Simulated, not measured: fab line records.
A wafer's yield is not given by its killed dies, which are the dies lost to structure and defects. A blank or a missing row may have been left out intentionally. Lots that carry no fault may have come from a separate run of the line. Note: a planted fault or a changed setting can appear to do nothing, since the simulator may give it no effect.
fab line records | flow n5Finfet
[record] lots = 9 wafers = 27 lastDay = 18
route steps=1938 shown HKMG_FIN@438 BEOL_M4@1111
lots that met no fault: taken from a fault-free run of the same line
startH: hours from the record's first day to the start of the lot's first wafer shown | waitH: hours from the lot's prior step to this one | " identical to the entry in the row above | L1.1+2: a single row standing in for several wafers | - value missing, or start not given | * or withheld: withheld | < > ~ a bound
route shown NAME@n: NAME is a module with steps in the file, n the number in the route of the first one | usual: mean/standard deviation of fault-free wafers | same: alike in all rows | chamber/n: place in a boat | sites: each site's reading | _std_site: their standard deviation | _edge_site: mean of outer sites minus mean of inner sites | radiusMm: for every site, how far away it sits from the centre of the wafer | mask NAME#n: copy n | behind: the tool/chamber that last shaped the wafer | hold: what put the lot on hold/how long, in hours/how the hold closed | device: which transistor (n, p or np) failed to switch | end of line: tests of these same wafers at the route's end | a step without rows: its recipe alone | killed: dies that structure and defects cost at the first sort, which is not the same as the wafer's yield | map: dies across one wafer; x = killed, . = not, _ = none there
set.NAME: setting as actually run; set.NAME@STEP: the setting as run at that earlier step | model.NAME: the simulator's own value behind a step, which no gauge read
route steps across a sampled set of lots; one table per step, one row per wafer
services: when a tool's chamber went out of use (startH, in hours from the record's first day, below 0 if earlier), for how many hours, and the reason
[[steps]]
[step N5_HKMG_FIN_ETCH_35]
[recipe] chemistry = N2/H2 target = SOC targetDepthA = 2158 ionEnergyEv = 65 biasW = 5 sourceW = 3000 timeS = 243.4 pressureMtorr = 30 n2FlowSccm = 200 h2FlowSccm = 200
[usual] drypumpMotorCurrentA = 5.9/0.55 oesProductAu = 0.78/0.069 rfVppV = 141.5/1.1 showerheadPlenumPTorr = 2.52/0.073 throttleValvePct = 17.9/0.32
// columns lot.wafer tool chamber startH waitH drypumpMotorCurrentA oesProductAu rfHoursCounterH rfVppV showerheadPlenumPTorr throttleValvePct
L551.2 rieDiel-04 0 112.69 0.0 6.8 0.73 181 141.0 2.41 18.1
L551.3 " 3 " " 5.3 0.77 145 140.5 2.45 18.1
L551.5 " 1 " " 6.0 0.72 - 140.7 2.53 18.3
L559.3 rieDiel-02 3 160.49 0.0 5.0 0.74 174 140.6 2.54 18.3
L559.5 " 2 " " 5.8 0.75 - 142.0 2.64 17.8
L559.6 " 3 " " 5.0 0.74 - 141.5 2.54 18.3
L560.1 rieDiel-04 3 165.34 0.0 5.3 0.76 161 140.0 2.44 18.1
L560.2 " 0 " " 6.8 0.72 195 140.6 2.40 18.1
L560.3 " 2 " " 6.1 0.89 42 142.6 2.48 17.5
L561.2 rieDiel-02 3 171.11 0.0 5.0 0.73 178 141.8 2.54 18.4
L561.3 " 0 " " 5.6 0.70 237 142.2 2.62 18.2
L561.4 " 2 " " 5.8 0.75 173 142.6 2.64 17.8
L562.1 rieDiel-04 0 176.48 0.0 6.8 0.71 198 141.1 2.40 18.1
L562.2 " 2 " " 6.2 0.89 46 141.8 2.48 17.5
L562.4 " 1 " " 6.0 0.71 216 139.7 2.52 18.3
L563.1 rieDiel-04 1 182.30 0.0 6.0 0.70 219 142.2 2.52 18.3
L563.2 " 2 " " 6.1 0.86 48 143.1 2.48 17.5
L563.3 " 3 " " 5.3 0.75 168 140.1 2.44 18.1
L565.1 rieDiel-02 2 194.60 0.0 5.8 0.76 180 142.2 2.63 17.8
L565.4 " 1 " " 6.6 0.72 170 140.5 2.54 18.2
L565.5 " 3 " " 5.0 0.74 - 142.4 2.53 18.4
L567.1 rieDiel-04 3 208.17 0.0 5.3 0.74 177 140.7 2.44 18.1
L567.3 " 1 " " 6.1 0.70 227 139.2 2.51 18.3
L567.4 " 2 " " 6.2 0.87 57 141.2 2.47 17.5
L568.3 rieDiel-04 1 215.81 0.0 6.0 0.70 230 142.5 2.51 18.3
L568.5 " 2 " " 6.1 0.86 - 141.1 2.47 17.6
L568.6 " 3 " " 5.3 0.74 - 139.6 2.43 18.1
[step N5_HKMG_FIN_STRIP_92]
[recipe] chemistry = N2/H2 material = SOC timeS = 20 powerW = 500 tempC = 40 pressureMtorr = 50 rfFrequencyHz = 6e+07 biasPowerW = 8 h2Frac = 0.5 n2FlowSccm = 300 h2FlowSccm = 300
[usual] biasPowerW = 8.001/0.024 chamberPressureMTorr = 50.00/0.045 drypumpMotorCurrentA = 5.9/0.55 oesProductAu = 0.78/0.072 rfVppV = 54.1/0.79 showerheadPlenumPTorr = 3.33/0.092 throttleValvePct = 19.1/0.47
// columns lot.wafer tool chamber startH waitH biasPowerW chamberPressureMTorr drypumpMotorCurrentA oesProductAu rfHoursCounterH rfVppV showerheadPlenumPTorr throttleValvePct
L551.2 rieDiel-04 0 112.84 0.1 8.005 49.99 6.8 0.73 181 54.1 3.19 19.1
L551.3 " 3 " " 8.033 49.92 5.3 0.77 145 54.0 3.24 19.5
L551.5 " 1 " " 7.978 50.02 6.0 0.71 - 54.3 3.34 19.6
L559.3 rieDiel-02 3 160.64 0.1 - - - - - - - -
L559.5 " 2 " " - - - - - - - -
L559.6 " 3 " " - - - - - - - -
L560.1 rieDiel-04 3 165.49 0.1 - - - - - - - -
L560.2 " 0 " " - - - - - - - -
L560.3 " 2 " " - - - - - - - -
L561.2 rieDiel-02 3 171.25 0.1 - - - - - - - -
L561.3 " 0 " " - - - - - - - -
L561.4 " 2 " " - - - - - - - -
L562.1 rieDiel-04 0 176.63 0.1 7.990 49.99 6.8 0.71 199 54.4 3.18 19.2
L562.2 " 2 " " 7.940 49.97 6.1 0.89 46 54.5 3.28 18.6
L562.4 " 1 " " 8.030 50.01 6.0 0.71 216 54.3 3.33 19.7
L563.1 rieDiel-04 1 182.44 0.1 8.021 50.00 6.0 0.70 219 53.7 3.33 19.7
L563.2 " 2 " " 7.999 49.97 6.1 0.88 48 53.8 3.27 18.6
L563.3 " 3 " " 7.990 50.01 5.3 0.75 168 53.1 3.23 19.5
L565.1 rieDiel-02 2 194.75 0.1 7.988 49.94 5.9 0.75 181 55.1 3.47 18.8
L565.4 " 1 " " 8.005 49.97 6.6 0.72 170 53.8 3.35 19.5
L565.5 " 3 " " 7.981 49.99 5.0 0.74 - 53.7 3.35 19.7
L567.1 rieDiel-04 3 208.32 0.1 7.982 50.02 5.3 0.75 177 52.2 3.22 19.5
L567.3 " 1 " " 8.006 49.96 6.0 0.71 227 53.1 3.32 19.7
L567.4 " 2 " " 7.999 50.04 6.1 0.87 57 54.7 3.27 18.6
L568.3 rieDiel-04 1 215.96 0.1 7.973 49.91 6.0 0.70 230 53.6 3.32 19.7
L568.5 " 2 " " 8.013 50.05 6.2 0.88 - 53.4 3.27 18.6
L568.6 " 3 " " 8.013 49.97 5.3 0.74 - 54.8 3.22 19.5
[step N5_HKMG_FIN_STRIP_19]
[recipe] chemistry = N2/H2 powerW = 2500 tempC = 300 h2Frac = 0.65 timeS = 360 pressureMtorr = withheld n2FlowSccm = 1750 h2FlowSccm = 3250
[usual] drypumpMotorCurrentA = 5.6/0.55 h2FlowSccm = 3250/9.5 heaterPowerW = 488/53
// columns lot.wafer tool chamber startH waitH drypumpMotorCurrentA h2FlowSccm heaterPowerW rfHoursCounterH
L551.2 plasmaAsher-02 1 112.98 0.0 5.5 3245 469 96
L551.3 " 0 " " 4.9 3258 451 -
L551.5 " 1 " " 5.6 3250 479 -
L559.3 plasmaAsher-02 0 160.90 0.1 4.9 3239 453 -
L559.5 " 1 " " 5.6 3230 481 -
L559.6 " 0 " " 4.8 3247 457 -
L560.1 plasmaAsher-02 0 165.64 0.0 4.8 3252 463 106
L560.2 " 1 " " 5.6 3233 487 106
L560.3 " 1 " " 5.6 3237 473 -
L561.2 plasmaAsher-01 0 171.40 0.0 6.3 3251 606 56
L561.3 " 1 " " 6.0 3254 453 -
L561.4 " 0 " " 6.3 3235 592 -
L562.1 plasmaAsher-01 0 176.82 0.1 6.2 3267 585 58
L562.2 " 1 " " 6.0 3252 454 58
L562.4 " 0 " " 6.2 3255 584 -
L563.1 plasmaAsher-02 1 182.59 0.0 5.6 3254 485 109
L563.2 " 0 " " 4.9 3248 460 109
L563.3 " 0 " " 4.8 3249 447 -
L565.1 plasmaAsher-02 1 194.90 0.0 5.6 3258 466 112
L565.4 " 1 " " 5.6 3255 472 -
L565.5 " 1 " " 5.6 3273 471 -
L567.1 plasmaAsher-01 0 208.46 0.0 6.2 3247 580 64
L567.3 " 1 " " 6.0 3239 459 -
L567.4 " 0 " " 6.2 3245 599 -
L568.3 plasmaAsher-02 1 216.22 0.1 5.6 3258 477 -
L568.5 " 1 " " 5.6 3252 477 -
L568.6 " 0 " " 4.8 3246 462 -
[step N5_HKMG_FIN_ALD_91]
[recipe] material = TiN targetThkA = 10 tempC = 400 aldPrecursorFamily = TiCl4 aldCoReactant = NH3 pulseTimeS = 1 purgeTimeS = 3 coReactantPurgeTimeS = 2 coReactantPulseTimeS = 2 aldCycles = 47 pressureTorr = 3
[usual] heaterPowerW = 809/83 precursorPulseHeightRel = 0.999/0.02
[same] aldCycles = 47 pulseTimeS = 1
// columns lot.wafer tool chamber startH waitH heaterPowerW precursorPulseHeightRel
L551.2 aldMetal-03 1 113.37 0.3 833 1.014
L551.3 " 3 " " 834 0.993
L551.5 " 0 " " 782 1.006
L559.3 aldMetal-02 1 161.16 0.1 886 1.002
L559.5 " 0 " " 890 0.977
L559.6 " 1 " " 844 0.997
L560.1 aldMetal-03 1 166.02 0.3 833 0.969
L560.2 " 0 " " 806 0.988
L560.3 " 3 " " 831 1.027
L561.2 aldMetal-01 2 171.78 0.3 885 0.988
L561.3 " 1 " " 848 0.999
L561.4 " 3 " " 631 0.982
L562.1 aldMetal-03 0 177.21 0.3 763 0.996
L562.2 " 2 " " 663 1.018
L562.4 " 1 " " 800 1.001
L563.1 aldMetal-03 2 182.97 0.3 659 0.956
L563.2 " 1 " " 840 0.975
L563.3 " 0 " " 780 0.990
L565.1 aldMetal-03 3 195.38 0.4 811 1.014
L565.4 " 0 " " 790 1.028
L565.5 " 1 " " 831 1.013
L567.1 aldMetal-03 0 208.86 0.3 764 1.013
L567.3 " 3 " " 851 0.983
L567.4 " 2 " " 673 0.999
L568.3 aldMetal-03 1 216.49 0.1 820 1.014
L568.5 " 1 " " 819 0.999
L568.6 " 2 " " 668 1.018
[step N5_BEOL_M4_RC_MEAS_101]
[usual] DIBL_N = 36.4/1.7 DIBL_P = 36.4/2.1 IOFF_N = 0.16/0.035 IOFF_P = 0.21/0.035 ION_N = 680/11 ION_P = 465/6.8 SS_N = 71.5/0.58 SS_P = 73.2/0.72 VT_N = 249/3.6 VT_P = -250/3.1
// columns lot.wafer tool chamber startH waitH DIBL_N[mV/V] DIBL_P[mV/V] IOFF_N[nA/um] IOFF_P[nA/um] ION_N[uA/um] ION_P[uA/um] SS_N[mV/dec] SS_P[mV/dec] VT_N[mV] VT_P[mV]
L551.2 prober-01 0 214.45 0.2 36.3 35.4 0.15 0.22 689 472 71.8 73.4 252 -248
L551.3 " 0 " " 34.1 33.1 0.13 0.19 670 466 71.3 72.8 252 -246
L551.5 " 0 " " 36.1 35.0 0.15 0.22 683 474 71.7 73.1 252 -246
L559.3 prober-01 0 256.67 0.3 34.4 34.9 0.12 0.16 665 453 69.9 72.7 255 -258
L559.5 " 0 " " 36.8 37.8 0.15 0.20 668 456 71.1 73.4 254 -252
L559.6 " 0 " " 37.4 38.2 0.16 0.20 682 465 71.3 73.6 253 -254
L560.1 prober-02 0 260.74 0.0 34.3 33.7 0.13 0.17 657 460 71.6 72.2 254 -251
L560.2 " 0 " " 32.1 33.2 0.11 0.17 669 466 70.7 72.4 252 -253
L560.3 " 0 " " 35.0 36.9 0.15 0.20 663 458 71.1 73.0 249 -249
L561.2 prober-01 0 268.61 0.2 34.6 35.4 0.13 0.18 671 468 69.9 72.8 252 -253
L561.3 " 0 " " 35.9 36.7 0.16 0.20 684 471 71.1 73.8 251 -252
L561.4 " 0 " " 36.6 36.7 0.17 0.19 684 466 71.0 73.2 253 -252
L562.1 prober-02 0 273.42 0.0 37.1 38.1 0.16 0.22 680 461 71.9 73.2 250 -251
L562.2 " 0 " " 36.5 37.3 0.15 0.21 656 452 71.4 72.5 254 -250
L562.4 " 0 " " 34.3 35.6 0.13 0.19 668 465 71.2 72.7 255 -248
L563.1 prober-02 0 278.91 0.0 34.0 33.9 0.12 0.15 664 457 71.4 72.0 256 -253
L563.2 " 0 " " 37.2 36.5 0.16 0.19 674 458 71.8 72.7 250 -252
L563.3 " 0 " " 35.8 35.5 0.14 0.18 676 464 70.8 72.2 252 -255
L565.1 prober-01 0 302.39 0.0 36.7 38.0 0.19 0.23 681 460 71.7 73.4 245 -249
L565.4 " 0 " " 35.4 35.9 0.17 0.19 684 460 71.5 73.1 246 -253
L565.5 " 0 " " 35.4 36.5 0.18 0.19 690 466 71.6 73.5 248 -254
L567.1 prober-01 0 306.11 0.5 38.1 38.2 0.17 0.26 678 476 71.5 74.7 251 -248
L567.3 " 0 " " 36.0 34.8 0.14 0.20 674 470 71.9 72.7 252 -250
L567.4 " 0 " " 34.3 33.1 0.12 0.18 669 466 70.5 72.2 254 -251
L568.3 prober-01 0 309.77 0.3 36.0 36.2 0.16 0.23 678 470 71.7 72.8 248 -249
L568.5 " 0 " " 34.6 33.8 0.12 0.19 665 464 71.1 72.1 252 -251
L568.6 " 0 " " 38.6 39.1 0.21 0.28 692 469 72.3 74.4 247 -247
[[services]]
// columns tool chamber startH hours kind
aldMetal-03 - 131.28 14.6 pm
rieDiel-04 0 143.65 8.5 repair
aldMetal-02 - 153.04 1.9 repair
plasmaAsher-02 - 176.14 4.9 repair
aldMetal-01 - 178.52 28.1 pm
rieDiel-02 0 211.43 - clean
rieDiel-02 0 211.43 - consumableReplace:focusRing
rieDiel-02 0 211.43 15.1 scheduledDown
rieDiel-02 0 211.43 15.1 ventCycle
aldMetal-02 - 216.21 2.8 pm
[[key]]
[firstSign] step = N5_HKMG_FIN_STRIP_92 reading = toolRecord direction = missing
effect none on later readings
metAt N5_HKMG_FIN_STRIP_92
struckLots L559,L560,L561
notActingAt N5_HKMG_FIN_ETCH_35,N5_HKMG_FIN_STRIP_19,N5_HKMG_FIN_ALD_91
onsetBetween 112.84 160.64
[fault] kind = skippedStepWhole tool = rieDiel-02,rieDiel-04 chamber = - onsetH = 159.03 steps = N5_HKMG_FIN_STRIP_92 scope = struckLotsOnly
